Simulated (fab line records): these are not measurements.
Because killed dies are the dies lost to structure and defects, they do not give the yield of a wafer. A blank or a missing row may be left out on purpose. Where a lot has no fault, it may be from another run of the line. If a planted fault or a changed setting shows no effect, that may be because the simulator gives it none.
Matching of chambers    flow n5Finfet    rieDiel-04 running N5_BEOL_M4_ETCH_74: 3 sister chambers
The step etches underlayer in N2/H2, target depth 6.5 nm, time 5.2 s. 3 wafers are shown with their chamber, then 6 later ones without.

## EACH WAFER AND ITS CHAMBER
wafer   chamber  drypumpMotorCurrentA (A)
L084.6  2        5.5
L087.1  3        5.9
L087.5  1        6.5

## WAFERS WITH NO CHAMBER GIVEN
wafer   drypumpMotorCurrentA (A)
L091.2  6.5
L091.4  5.5
L095.1  5.9
L095.3  6.5
L095.5  5.4
L096.5  6.5

## WHICH CHAMBER EACH ONE RAN IN
wafer   from the rows above  in truth
L091.2  1                    1
L091.4  2                    2
L095.1  3                    3
L095.3  1                    1
L095.5  2                    2
L096.5  1                    1
Placed correctly: 6 of 6. Not placeable from these rows: 0. Placed wrongly: 0.
How it was worked out, from the rows above alone: a wafer's distance from a chamber is the root of the sum, over the readings, of the square of ((its reading less the chamber's mean) divided by the reading's scatter). The wafer belongs to the nearest chamber; if the next one is less than 2 further off, it can't be placed. The mean given for a chamber averages the wafers shown for that chamber. The scatter: root of mean squared gap, hidden wafer to nearest shown wafer, with one shown wafer a chamber.
